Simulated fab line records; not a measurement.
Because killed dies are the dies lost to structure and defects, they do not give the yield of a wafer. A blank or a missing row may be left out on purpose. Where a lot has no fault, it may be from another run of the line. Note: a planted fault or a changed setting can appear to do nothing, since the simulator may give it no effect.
Comparing a struck lot with a sound one ; flow nand_harc ; 15 steps out of a route of 1159
Sound: wafers L300.2, L300.3, L300.4. Struck: wafers L302.3, L302.5, L302.6. The cause comes at the end.
At each step with rows: each side's tool, then ch and its chambers, then its first start. Under that, the readings that differ: sound wafers ; struck wafers ; difference of the means ; sigmas: that difference in standard deviations of wafers without a fault.
alike: a reading whose means differ by less than 2 such deviations, as well as words and numbers matching on both sides. not compared: withheld readings; readings where some wafer has no value; bounds like >300 that might hide an equal value; numbers whose values overlap and for which the record gives no deviation.
The two part at a step that has a row with sigmas, a row that says differs or no value, or rows on one side only. Numbers that don't overlap but have no deviation are shown without sigmas and don't part them. A reading that every wafer of one side lacks parts them only if that side has two wafers or more.

NHARC_A_CONTACT_ETCH_49: etches the open film in N2/H2, target depth 260 nm, time 475.3 s.
  sound: rie_diel-13 ch 0,2,3; struck: rie_diel-07 ch 2,3
  alike: bias_w, chamber_pressure_mTorr, drypump_motor_current_A, h2_flow_sccm, oes_product_au, rf_fwd_power_W, rf_vpp_V, showerhead_plenum_p_Torr, throttle_valve_pct
  not compared: rf_hours_counter_h
then, 2 steps without rows for these wafers: NHARC_A_CONTACT_ETCH_50 (etches the open film in CF4/CHF3, target depth 84.7 nm, time 42.4 s); NHARC_A_CONTACT_ETCH_51 (etches the open film in O2/COS, target depth 3600 nm, time 936 s).
NHARC_A_CONTACT_ETCH_111: etches the open film in C4F8/O2/Ar, time 140 s, target depth 700 nm.
  sound on har_cap_etch-02 ch 0,1, day 17 01:40; struck on har_cap_etch-02 ch 0,1, day 17 20:12
  alike: chamber_pressure_mTorr, oes_air_line_au
  not compared: rf_hours_counter_h
NHARC_A_CONTACT_ETCH_112: etches the open film in C4F8/O2/Ar, time 94 s, target depth 922 nm.
  sound on har_cap_etch-02 ch 0,1, day 17 01:52; struck on har_cap_etch-02 ch 0,1, day 17 20:21
  alike: chamber_pressure_mTorr, oes_air_line_au
  not compared: rf_hours_counter_h
then, 1 step without rows for these wafers: NHARC_A_CONTACT_ETCH_113 (etches the open film in C4F8/O2/Ar, time 94 s, target depth 922 nm).
NHARC_A_CONTACT_ETCH_114: etches the open film in C4F8/O2/Ar, time 94 s, target depth 922 nm.
  sound on har_cap_etch-02 ch 0,1, day 17 02:03; struck on har_cap_etch-02 ch 0,1, day 17 20:32
  alike: chamber_pressure_mTorr, oes_air_line_au
  not compared: rf_hours_counter_h
then, 3 steps without rows for these wafers: NHARC_A_CONTACT_ETCH_115 (etches the open film in C4F8/O2/Ar, time 94 s, target depth 922 nm); NHARC_A_CONTACT_ETCH_116 (etches the open film in C4F8/O2/Ar, time 94 s, target depth 922 nm); NHARC_A_CONTACT_ETCH_117 (etches the open film in C4F8/O2/Ar, time 94 s, target depth 922 nm).
NHARC_A_CONTACT_ETCH_118: etches the open film in C4F8/O2/Ar, time 94 s, target depth 922 nm.
  sound on har_cap_etch-02 ch 0,1, day 17 02:25; struck on har_cap_etch-02 ch 0,1, day 17 20:54
  alike: chamber_pressure_mTorr, oes_air_line_au
  not compared: rf_hours_counter_h
then, 1 step without rows for these wafers: NHARC_A_CONTACT_ETCH_119 (etches the open film in C4F8/O2/Ar, time 94 s, target depth 922 nm).
NHARC_A_CONTACT_ETCH_120: etches the open film in C4F8/O2/Ar, time 94 s, target depth 922 nm.
  sound on har_cap_etch-02 ch 0,1, day 17 02:35; struck on har_cap_etch-02 ch 0,1, day 17 21:05
  no value came back on the struck wafers for chamber_pressure_mTorr (mTorr), oes_air_line_au (a.u.); on the sound wafers chamber_pressure_mTorr (mTorr) reads 19.985 19.990 19.991
  not compared: rf_hours_counter_h
then, 1 step without rows for these wafers: NHARC_A_CONTACT_ETCH_121 (etches the open film in C4F8/O2/Ar, time 94 s, target depth 922 nm).
-- break in the record here, with 4 days between the starts of the struck wafers on either side (left off in module A_CONTACT, picked up again in module END, where the first step shown is number 1159 on the route) --
NHARC_END_SORT_01:
  here the record holds rows for the struck wafers (prober-02 ch 0, day 21 11:58) but none for the sound ones

## WHERE THEY PART
At NHARC_A_CONTACT_ETCH_120 first; at NHARC_END_SORT_01 last (within this record only).

WHY: what the simulator had put in
Whole step skipped at NHARC_A_CONTACT_ETCH_120 on har_cap_etch-02, starting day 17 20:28. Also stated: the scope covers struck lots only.
